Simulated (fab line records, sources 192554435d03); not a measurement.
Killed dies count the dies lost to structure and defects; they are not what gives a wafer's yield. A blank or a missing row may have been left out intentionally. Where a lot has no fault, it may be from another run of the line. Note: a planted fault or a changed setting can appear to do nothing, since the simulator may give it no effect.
Which of the tools did it? -- flow n5-finfet -- Sampling: 9 lots, 27 wafers, 5 of 1938 route steps

## WHAT EACH GAUGE READ, for each wafer
N5_FIN_SAQP_OVL_MEAS_17.
lot,measured,on,FIN_CORE_OVL (nm)
L483,day 1 23:44,overlay-01,-0.9 -1.3 -0.1
L484,day 2 11:08,overlay-02,-0.9 0.5 -1.0
L488,day 3 04:26,overlay-01,0.1 0.2 -0.7
L491,day 3 22:13,overlay-01,-0.8 -1.0 -0.8
L494,day 4 16:02,overlay-02,-0.9 -1.8 -1.1
L495,day 4 21:53,overlay-01,-1.2 0.1 0.4
L504,day 7 03:55,overlay-02,-1.3 -1.6 -0.4
L505,day 7 10:28,overlay-02,-0.4 -0.1 -1.2
L506,day 7 16:16,overlay-01,0.3 0.0 -0.3

N5_BEOL_M4_RC_MEAS_101.
lot,measured,on,CJ_N,DIBL_N (mV/V),DIBL_P (mV/V),IOFF_N (nA/um),IOFF_P (nA/um),ION_N (uA/um),ION_P (uA/um),SS_N (mV/dec),SS_P (mV/dec),VT_N (mV),VT_P (mV)
L483,day 7 15:56,prober-01,4.34 4.36 4.32,40.9 39.8 36.5,41.0 39.5 35.0,0.27 0.23 0.16,0.32 0.29 0.23,695 695 669,472 474 465,72.0 72.1 71.2,74.4 74.1 72.4,240 245 252,-242.9 -243.5 -247.3
L484,day 8 20:15,prober-02,4.35 4.37 4.35,36.7 34.7 39.2,38.2 33.9 41.4,0.19 0.14 0.25,0.25 0.17 0.32,675 666 693,465 457 473,72.5 72.2 72.8,73.7 72.5 74.6,248 250 242,-248.4 -252.9 -245.7
L488,day 10 02:00,prober-02,4.38 4.48 4.32,32.7 34.2 35.7,32.6 34.1 37.3,0.10 0.12 0.15,0.14 0.16 0.20,643 663 692,446 453 471,70.0 71.5 71.5,71.9 72.7 73.3,259 255 248,-257.7 -254.1 -249.6
L491,day 10 05:17,prober-01,5.04 4.95 4.96,36.8 37.7 40.2,38.9 39.6 43.6,0.18 0.18 0.25,0.20 0.22 0.29,689 679 695,466 464 464,70.5 71.5 71.8,73.9 74.2 74.2,245 247 243,-253.0 -252.3 -248.7
L494,day 10 11:23,prober-01,4.98 5.15 5.17,35.2 34.5 32.6,35.9 35.0 32.3,0.13 0.12 0.09,0.21 0.19 0.15,666 671 655,464 473 458,70.6 70.5 70.4,73.9 73.0 71.3,256 253 259,-250.9 -252.9 -252.3
L495,day 11 08:05,prober-01,5.07 5.05 5.00,34.6 37.9 38.4,33.1 38.1 39.4,0.11 0.18 0.19,0.16 0.23 0.25,658 669 671,450 455 459,70.6 71.9 71.6,73.1 73.1 74.1,254 248 248,-254.4 -248.3 -248.3
L504,day 14 04:22,prober-01,4.44 4.33 4.45,36.3 36.6 35.2,34.9 36.3 33.6,0.15 0.15 0.13,0.20 0.22 0.17,679 671 661,465 459 450,71.5 70.9 71.0,73.1 73.6 71.9,246 249 250,-251.2 -251.9 -253.3
L505,day 14 07:43,prober-02,4.37 4.36 4.29,37.5 37.7 36.6,39.3 39.7 38.0,0.18 0.18 0.16,0.24 0.25 0.23,691 680 685,475 471 474,71.0 72.0 71.1,73.8 74.1 73.4,246 247 246,-246.5 -247.2 -248.1
L506,day 14 06:26,prober-01,4.32 4.36 4.49,37.2 37.9 39.3,37.1 36.6 38.0,0.16 0.16 0.20,0.21 0.21 0.25,673 681 687,457 461 464,71.4 72.1 72.2,73.4 74.0 73.7,250 250 247,-252.4 -252.9 -246.7

## EACH LOT AND THE TOOL THAT RAN IT (in order: tool; ch and the chambers of the sampled wafers; start)
lot,N5_WELL_APT_DESCUM_13,N5_WELL_APT_IMPLANT_32,N5_FIN_SAQP_DESCUM_21
L483,"rie-diel-06 ch 0,1, day 1 13:39","implanter-01 ch 0, day 1 15:05","rie-diel-06 ch 1,3, day 1 23:48"
L484,"rie-diel-01 ch 0,2,3, day 1 19:38","implanter-02 ch 0, day 1 21:20","rie-diel-06 ch 1,2,3, day 2 11:20"
L488,"rie-diel-01 ch 1,2,3, day 2 19:55","implanter-02 ch 0, day 2 21:27","rie-diel-06 ch 0,2,3, day 3 04:38"
L491,"rie-diel-06 ch 0,1,3, day 3 13:46","implanter-02 ch 0, day 3 15:24","rie-diel-01 ch 0,1, day 3 22:16"
L494,"rie-diel-01 ch 0,2,3, day 4 07:53","implanter-02 ch 0, day 4 09:37","rie-diel-06 ch 1,2,3, day 4 16:06"
L495,"rie-diel-01 ch 0,2,3, day 4 13:38","implanter-02 ch 0, day 4 15:22","rie-diel-01 ch 0,3, day 4 22:07"
L504,"rie-diel-06 ch 0,1,3, day 6 19:46","implanter-01 ch 0, day 6 21:20","rie-diel-01 ch 0,3, day 7 04:24"
L505,"rie-diel-05 ch 0,2,3, day 7 01:46","implanter-02 ch 0, day 7 03:13","rie-diel-01 ch 0,1,2, day 7 11:02"
L506,"rie-diel-01 ch 0,3, day 7 08:17","implanter-02 ch 0, day 7 10:20","rie-diel-06 ch 0,2, day 7 16:37"
- N5_WELL_APT_DESCUM_13: chemistry O2, time 7.9 s.
- N5_WELL_APT_IMPLANT_32
- N5_FIN_SAQP_DESCUM_21: chemistry O2, time 7.9 s.

## AS READ BY THE TOOLS THEMSELVES (means over the sampled wafers that have a number; for cases with no such wafer, the mark the record gives instead)
N5_WELL_APT_DESCUM_13.
lot,tool,drypump-motor-current-A (A),oes-product-au (a.u.),rf-vpp-V (V),showerhead-plenum-p-Torr (Torr),throttle-valve-pct (%)
L483,rie-diel-06,5.1,0.82,242.9,2.06,20.60
L484,rie-diel-01,5.5,0.85,242.5,2.09,20.26
L488,rie-diel-01,5.6,0.80,242.4,2.10,20.17
L491,rie-diel-06,5.3,0.78,242.0,2.04,20.52
L494,rie-diel-01,5.5,0.82,242.3,2.08,20.29
L495,rie-diel-01,5.5,0.82,241.4,2.08,20.30
L504,rie-diel-06,5.3,0.75,242.6,2.03,20.56
L505,rie-diel-05,5.9,0.76,244.7,2.12,20.35
L506,rie-diel-01,5.0,0.77,241.7,2.04,20.54

N5_WELL_APT_IMPLANT_32.
lot,tool,dose-ions-cm2,faraday-current-uA
L483,implanter-01,1.9993e+13,252
L484,implanter-02,2.0006e+13,252
L488,implanter-02,1.9967e+13,252
L491,implanter-02,2.5725e+13,328
L494,implanter-02,2.5701e+13,325
L495,implanter-02,2.5754e+13,322
L504,implanter-01,2.0010e+13,257
L505,implanter-02,1.9995e+13,255
L506,implanter-02,2.0024e+13,250

N5_FIN_SAQP_DESCUM_21.
lot,tool,drypump-motor-current-A (A),oes-product-au (a.u.),rf-vpp-V (V),showerhead-plenum-p-Torr (Torr),throttle-valve-pct (%)
L483,rie-diel-06,5.2,0.76,241.4,2.01,20.54
L484,rie-diel-06,5.6,0.75,242.1,2.01,20.50
L488,rie-diel-06,5.9,0.75,242.2,2.02,20.36
L491,rie-diel-01,5.0,0.80,242.5,2.07,20.32
L494,rie-diel-06,5.7,0.74,242.0,2.00,20.52
L495,rie-diel-01,5.1,0.75,243.1,2.06,20.48
L504,rie-diel-01,5.0,0.78,242.4,2.04,20.55
L505,rie-diel-01,5.5,0.80,242.3,2.08,20.27
L506,rie-diel-06,5.9,0.75,242.4,2.05,20.37

## THE ANSWER, worked out from the rows above alone
Rule: the lots themselves supply what counts as usual. Put in order of their means at a reading, lots are off if they are a third of the lots or fewer, leave a main group of 4 or more, and stand apart from it by a gap of 3 or more times the standard deviation of the main group's means; of several such gaps the widest counts. If all means in a main group match to the digits the tables above print for the reading, that group is not used. Also off: a lot with no number at a reading for which 4 or more lots have one. All remaining lots with rows at the step are treated as sound. Order of review: gauges by route order, followed by the tools' own readings, for which a lot's mean as printed above is used. The first step at which some lot is off is used, and at that step the reading that is off furthest; a lot without a number counts as furthest.
Off: at N5_BEOL_M4_RC_MEAS_101 (CJ_N), L491, L494, L495. Main group: mean 4.37, sd 0.027.
If a tool, at a process step before that reading, ran all the lots that are off and no sound lot after the first of them, it fits. Not tried: the gauges at N5_BEOL_M4_RC_MEAS_101; whatever is off there is also off at N5_WELL_APT_IMPLANT_32, on other tools, and gauge error can't account for it. None of those tried fits.

## WHAT THE SIMULATOR HAD PUT IN
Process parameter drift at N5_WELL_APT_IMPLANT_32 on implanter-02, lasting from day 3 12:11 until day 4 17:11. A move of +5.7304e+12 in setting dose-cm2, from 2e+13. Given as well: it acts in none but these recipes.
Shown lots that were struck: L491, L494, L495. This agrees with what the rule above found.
